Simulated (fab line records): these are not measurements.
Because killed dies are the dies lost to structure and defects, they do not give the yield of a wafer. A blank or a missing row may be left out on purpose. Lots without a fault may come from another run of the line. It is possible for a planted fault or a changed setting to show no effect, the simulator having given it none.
fab line records	flow nandHarc
[record] lots = 6	wafers = 18	lastDay = 33
route steps=1302 shown A_ONON_D2@546 END@1302
lots that met no fault: from a run of the same line without faults
startH: hours from the record's first day to the start of the lot's first wafer shown	waitH: hours elapsed since this lot's preceding step	" as in the row above	L1.1+2: several wafers, shown together as one row	- no value present, or no start provided	* or withheld: withheld	< > ~ a bound
route shown NAME@n: a module of which the file shows steps, and the number in the route of the first	usual: the fault-free wafers' mean and standard deviation	same: alike in all rows	chamber/n: place in a boat	sites: per-site readings	_std_site: their standard deviation	_edge_site: inner sites' mean taken away from outer sites' mean	radiusMm: for every site, how far away it sits from the centre of the wafer	mask NAME#n: copy n	behind: the last tool/chamber to shape the wafer	hold: the reason the lot was held/the length of the hold in hours/how it ended	device: which transistor (n, p or np) failed to switch	end of line: tests of these same wafers at the route's end	where a step has no rows: the recipe by itself	killed: count of dies lost to structure and defects at first sort (not the wafer's yield)	map: a wafer's dies, marking killed ones x, the rest . and places with no die _
set.NAME: setting as actually run; set.NAME@STEP: the setting as run at that earlier step	model.NAME: the simulator's own value behind a step, which no gauge read
certain route steps with their lots: each step a table, each wafer a row
services: when a tool's chamber went out of use (startH, in hours from the record's first day, below 0 if earlier), for how many hours, and the reason
[[steps]]
[step NHARC_A_ONON_D2_THK_MEAS_02]
[recipe] thkMeasGauge = ellipsometry
[usual] thkNm = 997/7.8
lot.wafer	tool	chamber	startH	waitH	thkNm
L653.1	filmMetro-01	-	303.29	-	988
L653.3	"	-	"	"	988
L653.5	"	-	"	"	987
L660.1	filmMetro-02	-	362.81	-	1007
L660.2	"	-	"	"	1007
L660.6	"	-	"	"	1008
L668.2	filmMetro-01	-	451.05	-	1013
L668.5	"	-	"	"	1014
L668.6	"	-	"	"	1013
L670.1	filmMetro-02	-	456.53	-	1005
L670.5	"	-	"	"	1007
L670.6	"	-	"	"	1005
L672.2	filmMetro-02	-	488.72	-	999
L672.5	"	-	"	"	1001
L672.6	"	-	"	"	1001
L674.2	filmMetro-01	-	509.59	-	1003
L674.3	"	-	"	"	1002
L674.5	"	-	"	"	1003
[step NHARC_A_ONON_D2_DEP_03]
[recipe] targetThkA = 10000	n2FlowSccm = 2750	n2oFlowSccm = 2000	nh3FlowSccm = 500	sih4FlowSccm = 210	tempC = 400
[step NHARC_A_ONON_D2_THK_MEAS_05]
[recipe] thkMeasGauge = ellipsometry
[usual] thkNm = 1001/10
lot.wafer	tool	chamber	startH	waitH	thkNm
L653.1	filmMetro-01	-	303.86	-	990
L653.3	"	-	"	"	991
L653.5	"	-	"	"	992
L660.1	filmMetro-02	-	363.38	-	1023
L660.2	"	-	"	"	1022
L660.6	"	-	"	"	1020
L668.2	filmMetro-02	-	451.62	-	995
L668.5	"	-	"	"	995
L668.6	"	-	"	"	993
L670.1	filmMetro-01	-	457.09	-	1001
L670.5	"	-	"	"	1001
L670.6	"	-	"	"	1000
L672.2	filmMetro-01	-	489.29	-	1004
L672.5	"	-	"	"	1006
L672.6	"	-	"	"	1005
L674.2	filmMetro-02	-	510.16	-	990
L674.3	"	-	"	"	991
L674.5	"	-	"	"	988
[step NHARC_A_ONON_D2_DEP_06]
[recipe] targetThkA = 10000	n2FlowSccm = 2750	n2oFlowSccm = 2000	nh3FlowSccm = 500	sih4FlowSccm = 210	tempC = 400
[step NHARC_A_ONON_D2_THK_MEAS_08]
[recipe] thkMeasGauge = ellipsometry
[usual] thkNm = 1001/11
lot.wafer	tool	chamber	startH	waitH	thkNm
L653.1	filmMetro-02	-	304.42	-	985
L653.3	"	-	"	"	986
L653.5	"	-	"	"	984
L660.1	filmMetro-02	-	363.94	-	1012
L660.2	"	-	"	"	1012
L660.6	"	-	"	"	1014
L668.2	filmMetro-01	-	452.19	-	1000
L668.5	"	-	"	"	1001
L668.6	"	-	"	"	998
L670.1	filmMetro-02	-	457.66	-	997
L670.5	"	-	"	"	998
L670.6	"	-	"	"	996
L672.2	filmMetro-02	-	489.85	-	1003
L672.5	"	-	"	"	1002
L672.6	"	-	"	"	1004
L674.2	filmMetro-01	-	510.73	-	997
L674.3	"	-	"	"	997
L674.5	"	-	"	"	998
[step NHARC_A_ONON_D2_DEP_09]
[recipe] targetThkA = 10000	n2FlowSccm = 2750	n2oFlowSccm = 2000	nh3FlowSccm = 500	sih4FlowSccm = 210	tempC = 400
[step NHARC_A_ONON_D2_THK_MEAS_11]
[recipe] thkMeasGauge = ellipsometry
[usual] thkNm = 996/11
lot.wafer	tool	chamber	startH	waitH	thkNm
L653.1	filmMetro-01	-	304.99	-	988
L653.3	"	-	"	"	990
L653.5	"	-	"	"	990
L660.1	filmMetro-01	-	364.51	-	1005
L660.2	"	-	"	"	1007
L660.6	"	-	"	"	1006
L668.2	filmMetro-01	-	452.75	-	996
L668.5	"	-	"	"	997
L668.6	"	-	"	"	997
L670.1	filmMetro-01	-	458.23	-	998
L670.5	"	-	"	"	997
L670.6	"	-	"	"	998
L672.2	filmMetro-01	-	490.41	-	1007
L672.5	"	-	"	"	1005
L672.6	"	-	"	"	1007
L674.2	filmMetro-02	-	511.30	-	976
L674.3	"	-	"	"	978
L674.5	"	-	"	"	977
[step NHARC_A_ONON_D2_DEP_12]
[recipe] targetThkA = 10000	n2FlowSccm = 2750	n2oFlowSccm = 2000	nh3FlowSccm = 500	sih4FlowSccm = 210	tempC = 400
[step NHARC_A_ONON_D2_THK_MEAS_14]
[recipe] thkMeasGauge = ellipsometry
[usual] thkNm = 1001/9.4
lot.wafer	tool	chamber	startH	waitH	thkNm
L653.1	filmMetro-02	-	305.55	-	986
L653.3	"	-	"	"	986
L653.5	"	-	"	"	986
L660.1	filmMetro-02	-	365.07	-	998
L660.2	"	-	"	"	997
L660.6	"	-	"	"	998
L668.2	filmMetro-01	-	453.32	-	1007
L668.5	"	-	"	"	1007
L668.6	"	-	"	"	1007
L670.1	filmMetro-01	-	458.80	-	1002
L670.5	"	-	"	"	1001
L670.6	"	-	"	"	1003
L672.2	filmMetro-01	-	490.98	-	1019
L672.5	"	-	"	"	1018
L672.6	"	-	"	"	1019
L674.2	filmMetro-02	-	511.87	-	997
L674.3	"	-	"	"	996
L674.5	"	-	"	"	999
[step NHARC_A_ONON_D2_ANNEAL_15]
[recipe] tempC = 750	timeS = 3600
[step NHARC_A_ONON_D2_DEP_16]
[recipe] targetThkA = 10000	n2FlowSccm = 2750	n2oFlowSccm = 2000	nh3FlowSccm = 500	sih4FlowSccm = 210	tempC = 400
[step NHARC_A_ONON_D2_THK_MEAS_18]
[recipe] thkMeasGauge = ellipsometry
[usual] thkNm = 1001/6.7
lot.wafer	tool	chamber	startH	waitH	thkNm
L653.1	filmMetro-02	-	313.76	-	989
L653.3	"	-	"	"	992
L653.5	"	-	"	"	993
L660.1	filmMetro-01	-	372.77	-	1000
L660.2	"	-	"	"	1000
L660.6	"	-	"	"	1000
L668.2	filmMetro-02	-	459.69	-	1004
L668.5	"	-	"	"	1003
L668.6	"	-	"	"	1003
L670.1	filmMetro-02	-	467.48	-	997
L670.5	"	-	"	"	995
L670.6	"	-	"	"	994
L672.2	filmMetro-01	-	498.34	-	1000
L672.5	"	-	"	"	999
L672.6	"	-	"	"	1000
L674.2	filmMetro-02	-	520.21	-	998
L674.3	"	-	"	"	996
L674.5	"	-	"	"	998
[step NHARC_A_ONON_D2_DEP_19]
[recipe] targetThkA = 10000	n2FlowSccm = 2750	n2oFlowSccm = 2000	nh3FlowSccm = 500	sih4FlowSccm = 210	tempC = 400
[usual] n2FlowSccm = 2749/7.7
lot.wafer	tool	chamber	startH	waitH	n2FlowSccm
L653.1	pecvdOnon-01	0	313.82	0.1	2745
L653.3	"	0	"	"	2746
L653.5	"	0	"	"	2730
L660.1	pecvdOnon-04	0	372.83	0.1	2745
L660.2	"	0	"	"	2751
L660.6	"	0	"	"	2743
L668.2	pecvdOnon-04	0	459.81	0.1	2752
L668.5	"	0	"	"	2743
L668.6	"	0	"	"	2750
L670.1	pecvdOnon-04	0	467.54	0.1	2753
L670.5	"	0	"	"	2751
L670.6	"	0	"	"	2757
L672.2	pecvdOnon-03	0	498.45	0.1	2740
L672.5	"	0	"	"	2749
L672.6	"	0	"	"	2737
L674.2	pecvdOnon-03	0	520.32	0.1	2752
L674.3	"	0	"	"	2760
L674.5	"	0	"	"	2744
[step NHARC_A_ONON_D2_THK_MEAS_21]
[recipe] thkMeasGauge = ellipsometry
[usual] thkNm = 1001/9.5
lot.wafer	tool	chamber	startH	waitH	thkNm
L653.1	filmMetro-02	-	314.36	-	1013
L653.3	"	-	"	"	1015
L653.5	"	-	"	"	1012
L660.1	filmMetro-02	-	373.34	-	1006
L660.2	"	-	"	"	1004
L660.6	"	-	"	"	1005
L668.2	filmMetro-02	-	460.26	-	1640
L668.5	"	-	"	"	1640
L668.6	"	-	"	"	1641
L670.1	filmMetro-02	-	468.05	-	1638
L670.5	"	-	"	"	1636
L670.6	"	-	"	"	1639
L672.2	filmMetro-01	-	498.90	-	1004
L672.5	"	-	"	"	1005
L672.6	"	-	"	"	1005
L674.2	filmMetro-01	-	520.78	-	1006
L674.3	"	-	"	"	1006
L674.5	"	-	"	"	1006
[step NHARC_A_ONON_D2_DEP_22]
[recipe] targetThkA = 10000	n2FlowSccm = 2750	n2oFlowSccm = 2000	nh3FlowSccm = 500	sih4FlowSccm = 210	tempC = 400
[step NHARC_END_SORT_01]
[recipe] tempC = 25
[usual] killedAtArray = 54/16	killedAtOther = 0.6/0.86	killedAtPeriphery = 3.8/2.6	killedDies = 58/16	killedOpen = 3.3/1.8	killedShort = 2.7/1.7
[same] grossDies = 677
lot.wafer	tool	chamber	startH	waitH	killedAtArray	killedAtOther	killedAtPeriphery	killedDies	killedOpen	killedShort
L660.1	prober-01	0	650.33	2.5	47	0	2	49	5	0
L660.2	prober-01	0	651.13	2.8	45	0	0	45	2	1
L660.6	prober-01	0	654.31	4.0	56	0	4	60	4	2
L670.1	prober-01	0	741.12	2.5	672	0	5	677	5	0
L670.5	prober-01	0	744.35	3.7	672	1	4	677	1	4
L670.6	prober-01	0	745.16	4.0	674	0	3	677	1	2
L668.2	prober-01	0	755.50	2.8	671	1	5	677	7	8
L668.5	prober-01	0	757.88	3.7	676	0	1	677	3	7
L668.6	prober-01	0	758.67	4.0	671	5	1	677	2	1
// killed by level:class
L660.1 A_CHANNEL_HOLE_D2:chamberFilmFlake=32 A_CONTACT:chamberFilmFlake=4 A_STAIRCASE:chamberFilmFlake=3 A_CHANNEL_HOLE_D1:chamberFilmFlake=2 A_WL_FILL:chamberFilmFlake=2 P_CONTACT:geometricParticle:open=1 P_M0:geometricParticle:open=1 A_CHANNEL_FILL_D2:geometricParticle:open=1
L660.2 A_CHANNEL_HOLE_D2:chamberFilmFlake=30 A_CHANNEL_HOLE_D1:chamberFilmFlake=4 A_SLIT:chamberFilmFlake=3 A_CONTACT:chamberFilmFlake=3 A_CHANNEL_HOLE_D1:geometricParticle:open=1 A_CHANNEL_FILL_D1:geometricParticle:open=1 A_WL_FILL:geometricParticle:short=1 A_STAIRCASE:chamberFilmFlake=1
L660.6 A_CHANNEL_HOLE_D2:chamberFilmFlake=35 A_CONTACT:chamberFilmFlake=8 A_CHANNEL_HOLE_D1:chamberFilmFlake=4 A_CHANNEL_FILL_D1:geometricParticle:open=2 A_SLIT:chamberFilmFlake=2 A_WL_FILL:chamberFilmFlake=2 P_GATE:geometricParticle:short=1 P_CONTACT:geometricParticle:open=1
L670.1 A_ONON_D2:areaDep=611 A_SLIT:chamberFilmFlake=19 A_CHANNEL_HOLE_D2:chamberFilmFlake=17 A_CONTACT:chamberFilmFlake=9 A_CHANNEL_HOLE_D1:chamberFilmFlake=6 P_CONTACT:chamberFilmFlake=4 A_CHANNEL_FILL_D2:geometricParticle:open=2 A_STAIRCASE:chamberFilmFlake=2
L670.5 A_ONON_D2:areaDep=615 A_SLIT:chamberFilmFlake=22 A_CHANNEL_HOLE_D2:chamberFilmFlake=13 A_CONTACT:chamberFilmFlake=11 A_CHANNEL_HOLE_D1:chamberFilmFlake=4 P_CONTACT:chamberFilmFlake=3 A_WL_FILL:chamberFilmFlake=2 P_M1:geometricParticle:open=1
L670.6 A_ONON_D2:areaDep=617 A_SLIT:chamberFilmFlake=22 A_CHANNEL_HOLE_D1:chamberFilmFlake=9 A_CHANNEL_HOLE_D2:chamberFilmFlake=8 A_CONTACT:chamberFilmFlake=8 A_WL_FILL:chamberFilmFlake=3 P_CONTACT:chamberFilmFlake=2 A_ONON_D2:geometricParticle:short=1
L668.2 A_ONON_D2:areaDep=641 A_CHANNEL_HOLE_D1:chamberFilmFlake=10 A_SLIT:chamberFilmFlake=6 A_M0:geometricParticle:open=3 P_CONTACT:geometricParticle:open=2 A_ONON_D1:geometricParticle:short=2 A_WL_FILL:geometricParticle:short=2 P_ZERO_WELL:geometricParticle:short=1
L668.5 A_ONON_D2:areaDep=641 A_SLIT:chamberFilmFlake=9 A_CHANNEL_HOLE_D1:chamberFilmFlake=8 A_CONTACT:chamberFilmFlake=6 A_M0:geometricParticle:short=2 A_WL_FILL:chamberFilmFlake=2 P_CONTACT:geometricParticle:open=1 A_CHANNEL_HOLE_D1:geometricParticle:open=1
L668.6 A_ONON_D2:areaDep=641 A_CHANNEL_HOLE_D1:chamberFilmFlake=9 A_SLIT:chamberFilmFlake=8 THIN_TSV:chamberFilmFlake=5 A_WL_FILL:chamberFilmFlake=3 A_CONTACT:chamberFilmFlake=3 A_ONON_D1:geometricParticle:open=1 A_CHANNEL_HOLE_D1:geometricParticle:open=1
// map L668.2 (x killed, . not)
____________x____________
_________xxxxxxx_________
_______xxxxxxxxxxx_______
______xxxxxxxxxxxxx______
_____xxxxxxxxxxxxxxx_____
____xxxxxxxxxxxxxxxxx____
____xxxxxxxxxxxxxxxxx____
___xxxxxxxxxxxxxxxxxxx___
___xxxxxxxxxxxxxxxxxxx___
__xxxxxxxxxxxxxxxxxxxxx__
__xxxxxxxxxxxxxxxxxxxxx__
_xxxxxxxxxxxxxxxxxxxxxxx_
_xxxxxxxxxxxxxxxxxxxxxxx_
_xxxxxxxxxxxxxxxxxxxxxxx_
_xxxxxxxxxxxxxxxxxxxxxxx_
_xxxxxxxxxxxxxxxxxxxxxxx_
xxxxxxxxxxxxxxxxxxxxxxxxx
xxxxxxxxxxxxxxxxxxxxxxxxx
xxxxxxxxxxxxxxxxxxxxxxxxx
xxxxxxxxxxxxxxxxxxxxxxxxx
xxxxxxxxxxxxxxxxxxxxxxxxx
_xxxxxxxxxxxxxxxxxxxxxxx_
_xxxxxxxxxxxxxxxxxxxxxxx_
_xxxxxxxxxxxxxxxxxxxxxxx_
_xxxxxxxxxxxxxxxxxxxxxxx_
_xxxxxxxxxxxxxxxxxxxxxxx_
__xxxxxxxxxxxxxxxxxxxxx__
__xxxxxxxxxxxxxxxxxxxxx__
___xxxxxxxxxxxxxxxxxxx___
___xxxxxxxxxxxxxxxxxxx___
____xxxxxxxxxxxxxxxxx____
____xxxxxxxxxxxxxxxxx____
_____xxxxxxxxxxxxxxx_____
______xxxxxxxxxxxxx______
_______xxxxxxxxxxx_______
_________xxxxxxx_________
____________x____________
// map L670.1 (x killed, . not)
____________x____________
_________xxxxxxx_________
_______xxxxxxxxxxx_______
______xxxxxxxxxxxxx______
_____xxxxxxxxxxxxxxx_____
____xxxxxxxxxxxxxxxxx____
____xxxxxxxxxxxxxxxxx____
___xxxxxxxxxxxxxxxxxxx___
___xxxxxxxxxxxxxxxxxxx___
__xxxxxxxxxxxxxxxxxxxxx__
__xxxxxxxxxxxxxxxxxxxxx__
_xxxxxxxxxxxxxxxxxxxxxxx_
_xxxxxxxxxxxxxxxxxxxxxxx_
_xxxxxxxxxxxxxxxxxxxxxxx_
_xxxxxxxxxxxxxxxxxxxxxxx_
_xxxxxxxxxxxxxxxxxxxxxxx_
xxxxxxxxxxxxxxxxxxxxxxxxx
xxxxxxxxxxxxxxxxxxxxxxxxx
xxxxxxxxxxxxxxxxxxxxxxxxx
xxxxxxxxxxxxxxxxxxxxxxxxx
xxxxxxxxxxxxxxxxxxxxxxxxx
_xxxxxxxxxxxxxxxxxxxxxxx_
_xxxxxxxxxxxxxxxxxxxxxxx_
_xxxxxxxxxxxxxxxxxxxxxxx_
_xxxxxxxxxxxxxxxxxxxxxxx_
_xxxxxxxxxxxxxxxxxxxxxxx_
__xxxxxxxxxxxxxxxxxxxxx__
__xxxxxxxxxxxxxxxxxxxxx__
___xxxxxxxxxxxxxxxxxxx___
___xxxxxxxxxxxxxxxxxxx___
____xxxxxxxxxxxxxxxxx____
____xxxxxxxxxxxxxxxxx____
_____xxxxxxxxxxxxxxx_____
______xxxxxxxxxxxxx______
_______xxxxxxxxxxx_______
_________xxxxxxx_________
____________x____________
[[services]]
tool	chamber	startH	hours	kind
pecvdOnon-04	-	311.08	13.0	pm
pecvdOnon-01	-	361.73	5.8	repair
pecvdOnon-03	-	408.20	13.0	pm
pecvdOnon-01	-	450.00	13.0	pm
pecvdOnon-04	-	492.08	13.0	pm
[[key]]
[firstSign] step = NHARC_A_ONON_D2_THK_MEAS_21	reading = thkNm	direction = up	sigmas = 67	usual = 1001	struck = 1639
[effect] step = NHARC_END_SORT_01	reading = killedAtArray	direction = up	sigmas = 39	usual = 54	struck = 673
[moreKillsBornAt] NHARC_A_ONON_D2_DEP_19@pecvdOnon-04 = 3766
metAt NHARC_A_ONON_D2_DEP_19
struckWafers L668.2,L668.5,L668.6,L670.1,L670.5,L670.6
laterRowsLeftOut L668.2,L668.5,L668.6,L670.1,L670.5,L670.6
testerLeftOut L668,L670
onsetBetween 372.83 459.81
[fault] kind = processParameterDrift	tool = pecvdOnon-04	chamber = 0	onsetH = 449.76	steps = NHARC_A_ONON_D2_DEP_19	channel = targetThkA	offset = *	shape = step	endH = 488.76	actsIn = *	stated = *
// testerLeftOut: of these lots the tester's yield and bins aren't shown, on N5 and GAA mostly nor the transistor test; their killed dies are dies lost to structure and defects alone, not to doping, threshold or leakage, so they don't give the yield
// laterRowsLeftOut: the simulator's readings of these wafers behind a module that went badly wrong aren't trusted and aren't shown, but for the sort
